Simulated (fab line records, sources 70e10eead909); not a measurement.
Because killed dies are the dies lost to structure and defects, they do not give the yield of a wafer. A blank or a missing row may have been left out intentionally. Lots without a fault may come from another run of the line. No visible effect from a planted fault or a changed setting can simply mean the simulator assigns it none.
Matching of chambers + flow nandHarc + NHARC_A_STAIRCASE_CMP_450 on cmp-03: 4 sister chambers
The step polishes SiO2, target thk 200 nm. 4 wafers are shown with their chamber, then 10 later ones without.

WAFERS PAIRED WITH THEIR CHAMBERS
| wafer  | chamber | slurryFilterDpKPa (kPa) |
|--------|---------|-------------------------|
| L079.1 | 3       | 13.40                   |
| L079.2 | 2       | 13.90                   |
| L089.1 | 0       | 13.64                   |
| L089.4 | 1       | 13.57                   |

WAFERS WITH NO CHAMBER GIVEN
| wafer  | slurryFilterDpKPa (kPa) |
|--------|-------------------------|
| L089.5 | 13.31                   |
| L088.1 | 13.27                   |
| L088.3 | 13.54                   |
| L088.4 | 13.55                   |
| L092.2 | 13.50                   |
| L092.3 | 13.56                   |
| L092.5 | 13.59                   |
| L094.4 | 13.70                   |
| L094.5 | 13.45                   |
| L094.6 | 13.62                   |

THE CHAMBER EACH PASSED THROUGH
| wafer  | from the rows above          | in truth                   |
|--------|------------------------------|----------------------------|
| L089.5 | 3                            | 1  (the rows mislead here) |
| L088.1 | 3                            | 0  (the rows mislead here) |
| L088.3 | can't be placed: 1 or 0 or 3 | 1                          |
| L088.4 | can't be placed: 1 or 0      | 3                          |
| L092.2 | can't be placed: 1 or 3 or 0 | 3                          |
| L092.3 | can't be placed: 1 or 0      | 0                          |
| L092.5 | can't be placed: 1 or 0      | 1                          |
| L094.4 | can't be placed: 0 or 1      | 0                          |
| L094.5 | can't be placed: 3 or 1      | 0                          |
| L094.6 | can't be placed: 0 or 1      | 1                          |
0 of 10 placed correctly. From these rows, 8 cannot be placed; in 6 the true chamber is one of the candidates. 2 placed wrongly.
How it was worked out, from the rows above alone: a wafer's distance from a chamber is the root of the sum, over the readings, of the square of ((its reading less the chamber's mean) divided by the reading's scatter). If the next closest chamber is less than 2 further off than the closest, the wafer can't be placed; otherwise it belongs to the closest. A chamber's mean is the mean of its shown wafers. The scatter: root of mean squared gap, hidden wafer to nearest shown wafer, with one shown wafer a chamber.
